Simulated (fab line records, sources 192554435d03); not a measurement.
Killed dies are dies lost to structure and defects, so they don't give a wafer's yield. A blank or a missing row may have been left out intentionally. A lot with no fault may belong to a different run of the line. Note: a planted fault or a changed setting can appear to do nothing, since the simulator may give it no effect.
A single fault, viewed from 2 desks | flow n5 finfet | every desk sees just its own numbers, and what lay behind them comes last

## FROM THE METROLOGY DESK
What the gauges read, lot by lot, whatever tool the lot ran on: means of the sampled wafers that have a number. Marked OUT: a lot whose mean sits more than 4 standard deviations from the usual mean, which makes it out of limits; the brackets give that distance. Shown here are 7 of its 12 readings, the ones lying furthest out on some lot.
Columns: A = DIBL_P at N5_BEOL_M4_RC_MEAS_101, usual 37.1 mV/V; B = ION_N at N5_BEOL_M4_RC_MEAS_101, usual 672 uA/um; C = ION_P at N5_BEOL_M4_RC_MEAS_101, usual 460 uA/um; D = SERP_M1 at N5_BEOL_M4_RC_MEAS_101, usual 196 ohm/um; E = SERP_M1_max_site at N5_BEOL_M4_RC_MEAS_101, usual 209 ohm/um; F = VT_N at N5_BEOL_M4_RC_MEAS_101, usual 249 mV; G = VT_P at N5_BEOL_M4_RC_MEAS_101, usual -250 mV
lot  | first seen here | A    | B   | C   | D   | E   | F   | G
L718 | day 7 14:53     | 36.4 | 673 | 453 | 226 | 242 | 249 | -253
L719 | day 7 22:00     | 36.8 | 666 | 460 | 205 | 215 | 251 | -249
L721 | day 8 07:02     | 38.0 | 691 | 463 | 188 | 197 | 248 | -251
L720 | day 8 09:48     | 35.0 | 653 | 446 | 209 | 220 | 256 | -256
L722 | day 8 11:29     | 39.7 | 683 | 468 | 217 | 232 | 245 | -247
L729 | day 10 10:10    | 35.5 | 660 | 448 | 200 | 214 | 254 | -254
L728 | day 10 13:55    | 38.4 | 677 | 460 | 185 | 201 | 247 | -250
L733 | day 11 03:20    | 37.3 | 672 | 462 | 208 | 220 | 249 | -250
L736 | day 12 16:10    | 34.1 | 658 | 455 | 269 | 289 | 251 | -253
L740 | day 13 15:09    | 35.7 | 666 | 452 | 246 | 260 | 252 | -254
Result from this desk: across the 10 lots, nothing is out of limits.

## THE TOOL OWNER'S DESK: ald metal-04
The tool's own readings at N5_BEOL_M1_ALD_84 (deposits TaN, pulse time 2 s, purge time 3 s, co reactant purge time 2 s): means of the sampled wafers that have a number, for each lot that ran on this tool. Marked OUT: a lot whose mean sits more than 4 standard deviations from the usual mean, which makes it out of limits; the brackets give that distance.
Columns: A = heater power w at N5_BEOL_M1_ALD_84, usual 429 W; B = precursor vessel temp c at N5_BEOL_M1_ALD_84, usual 75.01 C
lot  | first seen here | A   | B
L718 | day 6 08:23     | 442 | 75.01
L721 | day 6 20:50     | 430 | 74.98
L729 | day 8 22:10     | 446 | 74.87
L733 | day 9 22:07     | 430 | 75.05
L736 | day 11 00:56    | 426 | 75.09
L740 | day 11 17:58    | 428 | 75.03
Result from this desk: across the 6 lots, nothing is out of limits.

## ALL TOGETHER
Metrology desk: nothing out of limits seen.
The tool owner's desk saw nothing out of limits.

## WHAT THE SIMULATOR HAD INSERTED
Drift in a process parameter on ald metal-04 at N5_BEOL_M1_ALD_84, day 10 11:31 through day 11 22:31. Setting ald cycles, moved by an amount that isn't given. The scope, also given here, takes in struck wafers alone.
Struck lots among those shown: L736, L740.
